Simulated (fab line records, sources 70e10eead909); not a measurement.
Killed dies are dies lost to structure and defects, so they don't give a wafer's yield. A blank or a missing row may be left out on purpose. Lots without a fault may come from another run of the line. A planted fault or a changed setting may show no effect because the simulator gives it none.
Which tool did it? | flow nand_harc | 12 lots, 36 wafers sampled, at 6 steps of a route of 1302

WHAT THE GAUGES READ, wafer by wafer
NHARC_P_GATE_CD_MEAS_59: target cd 720 nm. Usual: cd_nm 720.7 nm, standard deviation 1.5.
lot  | measured     | on        | cd_nm (nm)        | flag
L167 | day 5 11:50  | cd_sem-01 | 721.4 721.3 721.9 |
L169 | day 6 20:35  | cd_sem-01 | 722.0 720.6 720.6 |
L171 | day 7 09:40  | cd_sem-01 | 720.1 720.5 721.1 |
L173 | day 7 23:52  | cd_sem-03 | 721.7 721.4 723.1 |
L176 | day 9 07:23  | cd_sem-02 | 719.8 720.9 721.1 |
L183 | day 12 16:16 | cd_sem-01 | 720.9 720.6 720.9 |
L184 | day 12 18:16 | cd_sem-03 | 717.8 719.1 718.3 |
L185 | day 13 01:02 | cd_sem-01 | 722.7 721.8 721.4 |
L186 | day 13 13:21 | cd_sem-02 | 721.7 721.5 722.0 |
L187 | day 13 18:11 | cd_sem-01 | 722.0 722.2 722.0 |
L188 | day 14 17:55 | cd_sem-01 | 721.0 720.8 721.2 |
L190 | day 15 01:04 | cd_sem-02 | 724.3 722.3 722.5 |

NHARC_P_GATE_CD_MEAS_91: target cd 2000 nm. Usual: cd_nm 1999.6 nm, standard deviation 1.4.
lot  | measured     | on        | cd_nm (nm)           | flag
L167 | day 5 13:33  | cd_sem-01 | 1999.8 2001.0 2001.5 |
L169 | day 6 22:17  | cd_sem-03 | 1998.8 2000.5 1999.8 |
L171 | day 7 11:22  | cd_sem-03 | 2000.7 2000.7 2000.7 |
L173 | day 8 01:34  | cd_sem-03 | - - -                | OFF
L176 | day 9 09:06  | cd_sem-03 | 2001.2 2000.5 2001.2 |
L183 | day 12 17:58 | cd_sem-01 | 1999.3 1999.7 1999.3 |
L184 | day 12 19:58 | cd_sem-03 | 1997.3 1998.5 1997.7 |
L185 | day 13 02:46 | cd_sem-03 | 1998.1 1998.5 1997.5 |
L186 | day 13 15:04 | cd_sem-03 | 1997.4 1997.8 1999.3 |
L187 | day 13 19:46 | cd_sem-03 | 2000.0 2000.5 1999.2 |
L188 | day 14 19:37 | cd_sem-02 | 2002.0 2004.2 2001.8 |
L190 | day 15 02:48 | cd_sem-03 | 1999.5 1999.5 2000.0 |

NHARC_END_SORT_01. Usual: killed_at_array 51, standard deviation 17; killed_at_other 1.6, standard deviation 2.1; killed_at_periphery 4, standard deviation 3.2; killed_dies 57, standard deviation 18; killed_open 2.9, standard deviation 1.7; killed_short 2.3, standard deviation 1.3.
lot  | measured     | on        | killed_at_array | killed_at_other | killed_at_periphery | killed_dies | killed_open | killed_short | flag
L173 | day 27 03:11 | prober-02 | 36 28 31        | 1 2 2           | 640 647 644         | 677 677 677 | 7 1 3       | 4 5 4        | OFF

WHICH TOOL RAN EACH LOT (tool, then ch and the chambers of the sampled wafers, then the start)
lot  | NHARC_P_GATE_STRIP_76                | NHARC_P_GATE_EXPOSE_88            | NHARC_P_GATE_DESCUM_93
L167 | plasma_asher-02 ch 0,1, day 5 12:38  | krf_scanner-04 ch 0, day 5 13:24  | rie_diel-02 ch 1,2, day 5 13:44
L169 | plasma_asher-01 ch 1, day 6 21:23    | krf_scanner-04 ch 0, day 6 22:08  | rie_diel-05 ch 1,3, day 6 22:28
L171 | plasma_asher-01 ch 0,1, day 7 10:27  | krf_scanner-01 ch 0, day 7 11:13  | rie_diel-05 ch 0,1,3, day 7 11:33
L173 | plasma_asher-01 ch 0,1, day 8 00:40  | krf_scanner-04 ch 0, day 8 01:25  | rie_diel-02 ch 0,1, day 8 01:44
L176 | plasma_asher-01 ch 0,1, day 9 08:11  | krf_scanner-04 ch 0, day 9 08:56  | rie_diel-05 ch 0,2, day 9 09:16
L183 | plasma_asher-02 ch 0,1, day 12 17:04 | krf_scanner-01 ch 0, day 12 17:49 | rie_diel-05 ch 2,3, day 12 18:07
L184 | plasma_asher-01 ch 0,1, day 12 19:04 | krf_scanner-03 ch 0, day 12 19:49 | rie_diel-02 ch 0,2, day 12 20:08
L185 | plasma_asher-02 ch 0,1, day 13 01:51 | krf_scanner-01 ch 0, day 13 02:36 | rie_diel-02 ch 0,3, day 13 02:56
L186 | plasma_asher-01 ch 0,1, day 13 14:09 | krf_scanner-04 ch 0, day 13 14:55 | rie_diel-02 ch 1,2, day 13 15:14
L187 | plasma_asher-02 ch 0,1, day 13 18:58 | krf_scanner-04 ch 0, day 13 19:37 | rie_diel-05 ch 0,1,2, day 13 19:56
L188 | plasma_asher-01 ch 0,1, day 14 18:44 | krf_scanner-03 ch 0, day 14 19:28 | rie_diel-06 ch 0,2,3, day 14 19:49
L190 | plasma_asher-01 ch 0,1, day 15 01:53 | krf_scanner-04 ch 0, day 15 02:38 | rie_diel-06 ch 0,1,2, day 15 02:58
- NHARC_P_GATE_STRIP_76: strips in O2.
- NHARC_P_GATE_EXPOSE_88: exposes mask P HVN, target cd 2000 nm.
- NHARC_P_GATE_DESCUM_93: chemistry O2, time 3 s.

WHAT THE TOOLS THEMSELVES READ (means of the sampled wafers that have a number; where no wafer has one, the mark that the record gives instead)
NHARC_P_GATE_STRIP_76. Usual: drypump_motor_current_A 5.6 A, standard deviation 0.38; heater_power_w 321 W, standard deviation 11.
lot  | tool            | drypump_motor_current_A (A) | heater_power_w (W) | flag
L167 | plasma_asher-02 | 5.2                         | 321                |
L169 | plasma_asher-01 | 5.4                         | 312                |
L171 | plasma_asher-01 | 5.6                         | 316                |
L173 | plasma_asher-01 | 5.9                         | 318                |
L176 | plasma_asher-01 | 5.9                         | 321                |
L183 | plasma_asher-02 | 5.4                         | 323                |
L184 | plasma_asher-01 | 5.9                         | 320                |
L185 | plasma_asher-02 | 5.3                         | 326                |
L186 | plasma_asher-01 | 5.9                         | 321                |
L187 | plasma_asher-02 | 5.2                         | 317                |
L188 | plasma_asher-01 | 5.6                         | 318                |
L190 | plasma_asher-01 | 5.9                         | 323                |

NHARC_P_GATE_EXPOSE_88. Usual: reticle_temp_C 23.00 C, standard deviation 0.12.
lot  | tool           | reticle_temp_C (C) | flag
L167 | krf_scanner-04 | 23.11              |
L169 | krf_scanner-04 | 23.00              |
L171 | krf_scanner-01 | 23.06              |
L173 | krf_scanner-04 | 23.29              |
L176 | krf_scanner-04 | 22.95              |
L183 | krf_scanner-01 | 22.99              |
L184 | krf_scanner-03 | 22.90              |
L185 | krf_scanner-01 | 22.91              |
L186 | krf_scanner-04 | 22.96              |
L187 | krf_scanner-04 | 22.93              |
L188 | krf_scanner-03 | 23.04              |
L190 | krf_scanner-04 | 22.95              |

NHARC_P_GATE_DESCUM_93. Usual: drypump_motor_current_A 5.9 A, standard deviation 0.56; oes_product_au 1.000 a.u., standard deviation 0.0068; rf_vpp_V 57.7 V, standard deviation 0.9; showerhead_plenum_p_Torr 1.91 Torr, standard deviation 0.075; throttle_valve_pct 11.310 %, standard deviation 0.0095.
lot  | tool        | drypump_motor_current_A (A) | oes_product_au (a.u.) | rf_vpp_V (V) | showerhead_plenum_p_Torr (Torr) | throttle_valve_pct (%) | flag
L167 | rie_diel-02 | 6.2                         | 1.001                 | 57.3         | 1.91                            | 11.310                 |
L169 | rie_diel-05 | 6.3                         | 1.001                 | 58.4         | 1.87                            | 11.301                 |
L171 | rie_diel-05 | 5.7                         | 1.005                 | 57.2         | 1.86                            | 11.318                 |
L173 | rie_diel-02 | 5.6                         | 0.994                 | 57.9         | 1.91                            | 11.316                 |
L176 | rie_diel-05 | 5.4                         | 1.000                 | 57.7         | 1.93                            | 11.308                 |
L183 | rie_diel-05 | 6.2                         | 1.001                 | 58.1         | 1.90                            | 11.304                 |
L184 | rie_diel-02 | 6.0                         | 1.001                 | 58.1         | 1.99                            | 11.313                 |
L185 | rie_diel-02 | 5.7                         | 0.991                 | 58.2         | 2.02                            | 11.313                 |
L186 | rie_diel-02 | 6.2                         | 1.008                 | 57.4         | 1.91                            | 11.318                 |
L187 | rie_diel-05 | 5.4                         | 1.005                 | 57.7         | 1.89                            | 11.314                 |
L188 | rie_diel-06 | 6.3                         | 0.995                 | 57.2         | 1.86                            | 11.318                 |
L190 | rie_diel-06 | 6.1                         | 1.000                 | 58.6         | 1.91                            | 11.302                 |

THE ANSWER, worked out from the rows above alone
Rule: a lot is off if the mean of its wafers that have a number lies more than 3 standard deviations from the usual mean. A lot without any number at a reading at which 4 lots or more have one is off too. The other lots that the step has rows for count as sound. The gauges are gone through in route order, then the tools' own readings, and for those a lot's mean is taken as printed above. The first step at which some lot is off is used, and at that step the reading that is off furthest; a lot without a number counts as furthest.
Off: L173, at NHARC_P_GATE_CD_MEAS_91 (cd_nm). Without a number there: L173.
A tool fits if, at a process step before that reading, it ran every lot that is off, and no sound lot after the first of them. The gauges at NHARC_P_GATE_CD_MEAS_91 aren't tried: what is off there is off at NHARC_END_SORT_01 too, on other tools, and a gauge's error can't cause that. None of those tried fits.

WHAT THE SIMULATOR HAD PUT IN
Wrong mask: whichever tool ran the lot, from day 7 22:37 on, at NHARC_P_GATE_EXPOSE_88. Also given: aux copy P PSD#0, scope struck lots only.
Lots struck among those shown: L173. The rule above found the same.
